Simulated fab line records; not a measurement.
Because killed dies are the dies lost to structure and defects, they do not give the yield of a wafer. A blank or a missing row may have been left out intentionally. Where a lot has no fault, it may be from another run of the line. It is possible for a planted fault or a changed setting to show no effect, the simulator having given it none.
The tool behind it: which one?	flow n5 finfet	Sampling: 24 lots, 72 wafers, 5 of 1938 route steps

== WHAT THE GAUGES READ, wafer by wafer ==
N5_BEOL_M11_CD_MEAS_11: target cd 64.1 nm.
lot	measured	on	cd nm (nm)
L074	day 9 19:39	cd sem-02	63.4 64.3 64.3
L075	day 10 05:33	cd sem-02	63.9 65.3 64.0
L078	day 10 20:31	cd sem-02	64.8 64.2 64.5
L077	day 10 20:57	cd sem-01	64.4 64.2 63.7
L076	day 11 00:12	cd sem-01	63.8 63.6 64.0
L079	day 11 00:30	cd sem-02	63.8 63.9 63.7
L080	day 11 11:22	cd sem-01	63.7 63.9 64.5
L081	day 11 16:50	cd sem-01	64.9 65.5 64.1
L083	day 11 20:52	cd sem-02	65.0 64.3 64.9
L082	day 12 04:19	cd sem-01	64.1 63.5 64.3
L084	day 12 08:13	cd sem-01	63.4 64.4 64.2
L085	day 13 02:55	cd sem-01	63.8 65.3 64.9
L087	day 13 11:17	cd sem-02	63.7 63.5 63.3
L088	day 13 13:39	cd sem-01	65.0 64.0 64.4
L089	day 13 13:28	cd sem-02	63.2 65.5 63.6
L086	day 13 13:49	cd sem-01	64.7 63.3 65.3
L090	day 14 09:28	cd sem-03	64.0 64.4 63.9
L091	day 15 01:36	cd sem-03	63.9 63.8 63.8
L093	day 15 03:10	cd sem-03	63.0 63.4 62.8
L092	day 15 07:28	cd sem-02	63.5 63.1 63.1
L095	day 15 11:41	cd sem-02	63.3 63.8 64.7
L094	day 15 14:05	cd sem-01	63.8 64.3 64.3
L096	day 15 18:19	cd sem-01	64.3 64.0 63.9
L097	day 16 02:58	cd sem-02	63.8 63.3 64.2

== EACH LOT AND THE TOOL THAT RAN IT (in order: tool; ch and the chambers of the sampled wafers; start) ==
lot	N5_BEOL_M10_STRIP_77	N5_BEOL_M10_ALD_74	N5_BEOL_M10_CMP_52	N5_BEOL_M11_CURE_71
L074	rie diel-01 ch 0,3, day 9 16:25 or earlier	ald metal-03 ch 0,1, day 9 16:25	cmp-02 ch 1,2,3, day 9 17:48	uv cure-03 ch 0, day 9 18:38
L075	rie diel-02 ch 0,1,3, day 10 02:12 or earlier	ald metal-02 ch 0,1,3, day 10 02:12	cmp-04 ch 1,2,3, day 10 03:23	uv cure-01 ch 2, day 10 03:56
L078	rie diel-02 ch 2,3, day 10 16:28 or earlier	ald metal-03 ch 1,3, day 10 16:28	cmp-02 ch 1,3, day 10 17:51	uv cure-03 ch 1, day 10 18:27
L077	rie diel-06 ch 1,2,3, day 10 17:12 or earlier	ald metal-02 ch 0,2,3, day 10 17:12	cmp-04 ch 0,1,3, day 10 18:25	uv cure-02 ch 2, day 10 19:12
L076	rie diel-01 ch 1,2,3, day 10 20:04 or earlier	ald metal-03 ch 0,1,3, day 10 20:04	cmp-04 ch 0,1,2, day 10 21:07	uv cure-03 ch 2, day 10 21:41
L079	rie diel-01 ch 0,1,2, day 10 20:45 or earlier	ald metal-02 ch 0,1,3, day 10 20:45	cmp-02 ch 0,2,3, day 10 22:29	uv cure-03 ch 1, day 10 23:04
L080	rie diel-06 ch 0,3, day 11 07:26 or earlier	ald metal-03 ch 1,3, day 11 07:26	cmp-04 ch 0,1,2, day 11 08:55	uv cure-02 ch 0, day 11 09:29
L081	rie diel-02 ch 0,2,3, day 11 13:35 or earlier	ald metal-01 ch 1,2, day 11 13:35	cmp-04 ch 1,2,3, day 11 15:13	uv cure-02 ch 0, day 11 15:41
L083	rie diel-02 ch 0,1,2, day 11 16:07 or earlier	ald metal-03 ch 0,3, day 11 16:07	cmp-02 ch 0,1, day 11 17:25	uv cure-02 ch 2, day 11 18:04
L082	rie diel-01 ch 1,2, day 11 23:58 or earlier	ald metal-02 ch 1,2,3, day 11 23:58	cmp-02 ch 0,1, day 12 01:39	uv cure-02 ch 2, day 12 02:14
L084	rie diel-06 ch 0,1,3, day 12 04:15 or earlier	ald metal-03 ch 1,2,3, day 12 04:15	cmp-01 ch 0,1,2, day 12 05:33	uv cure-02 ch 2, day 12 06:07
L085	rie diel-06 ch 1,2,3, day 12 22:26 or earlier	ald metal-02 ch 0,1,3, day 12 22:26	cmp-04 ch 1,3, day 12 23:50	uv cure-03 ch 1, day 13 00:27
L087	rie diel-06 ch 0,3, day 13 08:13 or earlier	ald metal-02 ch 0,1, day 13 08:13	cmp-01 ch 1,3, day 13 09:17	uv cure-01 ch 1, day 13 10:05
L088	rie diel-01 ch 1,3, day 13 10:17 or earlier	ald metal-01 ch 0,1,2, day 13 10:17	cmp-02 ch 0,1, day 13 11:25	uv cure-03 ch 2, day 13 12:18
L089	rie diel-06 ch 0,2,3, day 13 10:34 or earlier	ald metal-03 ch 0,1,3, day 13 10:34	cmp-01 ch 1,2,3, day 13 11:41	uv cure-02 ch 0, day 13 12:22
L086	rie diel-02 ch 1,2,3, day 13 10:49 or earlier	ald metal-01 ch 0,2,3, day 13 10:49	cmp-04 ch 0,1,2, day 13 11:50	uv cure-01 ch 2, day 13 12:39
L090	rie diel-02 ch 0,1,3, day 14 06:20 or earlier	ald metal-02 ch 0,3, day 14 06:20	cmp-02 ch 0,1,3, day 14 07:50	uv cure-01 ch 1, day 14 08:25
L091	rie diel-01 ch 0,1,2, day 14 21:19 or earlier	ald metal-02 ch 0,2,3, day 14 21:19	cmp-01 ch 0,2,3, day 14 23:55	uv cure-02 ch 0, day 15 00:28
L093	rie diel-06 ch 0,3, day 14 23:50 or earlier	ald metal-02 ch 0,1,3, day 14 23:50	cmp-02 ch 0,1,2, day 15 01:07	uv cure-02 ch 0, day 15 01:41
L092	rie diel-02 ch 1,2,3, day 15 03:41 or earlier	ald metal-02 ch 0,1,3, day 15 03:41	cmp-02 ch 0,1, day 15 04:49	uv cure-03 ch 0, day 15 05:23
L095	rie diel-02 ch 0,2,3, day 15 07:59 or earlier	ald metal-02 ch 1,2,3, day 15 07:59	cmp-02 ch 0,1,3, day 15 09:38	uv cure-02 ch 2, day 15 10:12
L094	rie diel-02 ch 1,3, day 15 10:19 or earlier	ald metal-02 ch 0,1,2, day 15 10:19	cmp-04 ch 0,2, day 15 11:44	uv cure-01 ch 2, day 15 12:23
L096	rie diel-01 ch 0,1,3, day 15 14:53 or earlier	ald metal-02 ch 0,1, day 15 14:53	cmp-04 ch 0,2, day 15 16:18	uv cure-01 ch 2, day 15 16:52
L097	rie diel-01 ch 1,2, day 15 23:23 or earlier	ald metal-02 ch 2,3, day 15 23:23	cmp-04 ch 1,2,3, day 16 00:49	uv cure-01 ch 0, day 16 01:28
- N5_BEOL_M10_STRIP_77: strips in N2/H2, time 10 s.
- N5_BEOL_M10_ALD_74: deposits TaN, target thk 2 nm, pulse time 2 s, purge time 3 s.
- N5_BEOL_M10_CMP_52: polishes, stops on SiCOH lowk, t overpolish 7 s, target thk 140 nm.
- N5_BEOL_M11_CURE_71: cures SiCOH lowk, time 240 s.

== WHAT THE TOOLS THEMSELVES READ (means of the sampled wafers that have a number; where no wafer has one, the mark that the record gives instead) ==
N5_BEOL_M10_STRIP_77.
lot	tool	drypump motor current A (A)	oes product au (a.u.)	rf vpp V (V)	showerhead plenum p Torr (Torr)	throttle valve pct (%)
L074	rie diel-01	5.2	0.81	59.5	2.47	23.6
L075	rie diel-02	6.0	0.87	59.5	2.53	23.5
L078	rie diel-02	6.0	0.91	58.6	2.51	23.5
L077	rie diel-06	5.8	0.80	58.9	2.52	23.7
L076	rie diel-01	5.5	0.83	58.7	2.49	23.9
L079	rie diel-01	5.3	0.77	59.1	2.51	23.8
L080	rie diel-06	5.6	0.80	59.5	2.53	23.6
L081	rie diel-02	5.8	0.87	59.3	2.58	23.6
L083	rie diel-02	5.9	0.81	59.3	2.57	23.6
L082	rie diel-01	5.4	0.76	60.0	2.48	24.1
L084	rie diel-06	5.9	0.83	59.0	2.53	23.4
L085	rie diel-06	5.8	0.78	59.9	2.51	23.8
L087	rie diel-06	5.7	0.79	60.4	2.52	23.7
L088	rie diel-01	5.2	0.74	58.8	2.43	24.2
L089	rie diel-06	5.7	0.76	59.4	2.58	23.8
L086	rie diel-02	6.1	0.81	58.8	2.49	23.5
L090	rie diel-02	6.0	0.81	59.2	2.52	23.6
L091	rie diel-01	5.3	0.83	58.6	2.50	23.8
L093	rie diel-06	5.6	0.77	59.1	2.51	23.7
L092	rie diel-02	6.1	0.79	58.6	2.49	23.6
L095	rie diel-02	5.8	0.83	59.6	2.57	23.7
L094	rie diel-02	6.3	0.77	58.3	2.43	23.4
L096	rie diel-01	5.1	0.81	58.5	2.45	23.8
L097	rie diel-01	5.4	0.72	58.8	2.46	24.2

N5_BEOL_M10_ALD_74.
lot	tool	heater power outer w (W)	heater power w (W)
L074	ald metal-03	239	441
L075	ald metal-02	222	396
L078	ald metal-03	259	441
L077	ald metal-02	221	389
L076	ald metal-03	248	431
L079	ald metal-02	218	397
L080	ald metal-03	252	437
L081	ald metal-01	197	373
L083	ald metal-03	245	438
L082	ald metal-02	224	394
L084	ald metal-03	244	427
L085	ald metal-02	219	395
L087	ald metal-02	223	407
L088	ald metal-01	201	374
L089	ald metal-03	246	437
L086	ald metal-01	210	398
L090	ald metal-02	215	394
L091	ald metal-02	218	384
L093	ald metal-02	219	399
L092	ald metal-02	216	399
L095	ald metal-02	225	394
L094	ald metal-02	227	392
L096	ald metal-02	219	398
L097	ald metal-02	224	383

N5_BEOL_M10_CMP_52.
lot	tool	barrier field endpoint s (s)	edge zone pressure frac	motor current A (A)	overpolish run s (s)	time to endpoint s (s)
L074	cmp-02	29.8	0.994	6.4	7.000	72
L075	cmp-04	27.7	0.997	6.0	7.001	62
L078	cmp-02	28.8	0.999	6.2	7.002	70
L077	cmp-04	28.3	1.005	5.7	7.000	63
L076	cmp-04	28.7	0.999	5.8	6.991	67
L079	cmp-02	30.0	0.999	6.7	7.001	72
L080	cmp-04	28.5	1.001	6.0	6.996	63
L081	cmp-04	29.7	1.000	5.9	6.997	68
L083	cmp-02	28.4	0.993	6.5	6.997	68
L082	cmp-02	28.7	0.997	6.7	6.994	66
L084	cmp-01	28.5	1.002	5.8	7.004	66
L085	cmp-04	29.5	1.000	5.6	6.996	68
L087	cmp-01	28.9	0.996	6.9	7.000	63
L088	cmp-02	29.3	0.996	6.5	6.995	67
L089	cmp-01	28.8	1.000	6.2	7.010	69
L086	cmp-04	29.6	0.998	5.7	7.001	68
L090	cmp-02	28.1	1.000	6.3	6.991	67
L091	cmp-01	29.0	1.006	6.2	7.003	67
L093	cmp-02	29.5	1.001	6.9	7.000	71
L092	cmp-02	28.8	1.006	6.7	6.999	68
L095	cmp-02	29.1	0.997	6.0	7.006	68
L094	cmp-04	29.4	1.003	5.9	7.002	64
L096	cmp-04	29.3	1.001	6.2	7.000	67
L097	cmp-04	29.7	1.002	5.9	6.992	69

N5_BEOL_M11_CURE_71.
lot	tool	lamp power pct (%)	wafer_temp_C_max
L074	uv cure-03	52.37	387.2
L075	uv cure-01	52.35	386.3
L078	uv cure-03	52.35	388.1
L077	uv cure-02	52.31	386.6
L076	uv cure-03	52.28	386.5
L079	uv cure-03	52.34	387.8
L080	uv cure-02	52.28	386.2
L081	uv cure-02	52.35	386.8
L083	uv cure-02	52.32	386.4
L082	uv cure-02	52.32	386.7
L084	uv cure-02	52.23	387.2
L085	uv cure-03	52.32	388.2
L087	uv cure-01	52.28	387.5
L088	uv cure-03	52.34	386.4
L089	uv cure-02	52.33	386.4
L086	uv cure-01	52.26	386.6
L090	uv cure-01	52.32	386.7
L091	uv cure-02	52.31	386.2
L093	uv cure-02	52.28	386.4
L092	uv cure-03	52.33	387.3
L095	uv cure-02	52.32	386.6
L094	uv cure-01	52.31	386.5
L096	uv cure-01	52.35	386.7
L097	uv cure-01	52.33	387.2

== THE ANSWER, worked out from the rows above alone ==
Rule: the usual values come from the lots themselves. The widest of any qualifying gaps counts: lots, ordered by their means at a reading, are off when they make up no more than a third of the lots, leave a main group of 4 or more, and stand apart from it by 3 or more times the standard deviation of that group's means. If all means in a main group match to the digits the tables above print for the reading, that group is not used. Also off: a lot with no number at a reading for which 4 or more lots have one. The other lots that the step has rows for count as sound. After the gauges, taken in route order, come the tools' own readings; for these a lot's mean is taken, as printed above. At the first step where some lot is off, the reading lying furthest off is the one used; lots without a number count as furthest.
Across all readings shown, no lot is off: no conclusion can be drawn from this.

== WHAT THE SIMULATOR HAD INSERTED ==
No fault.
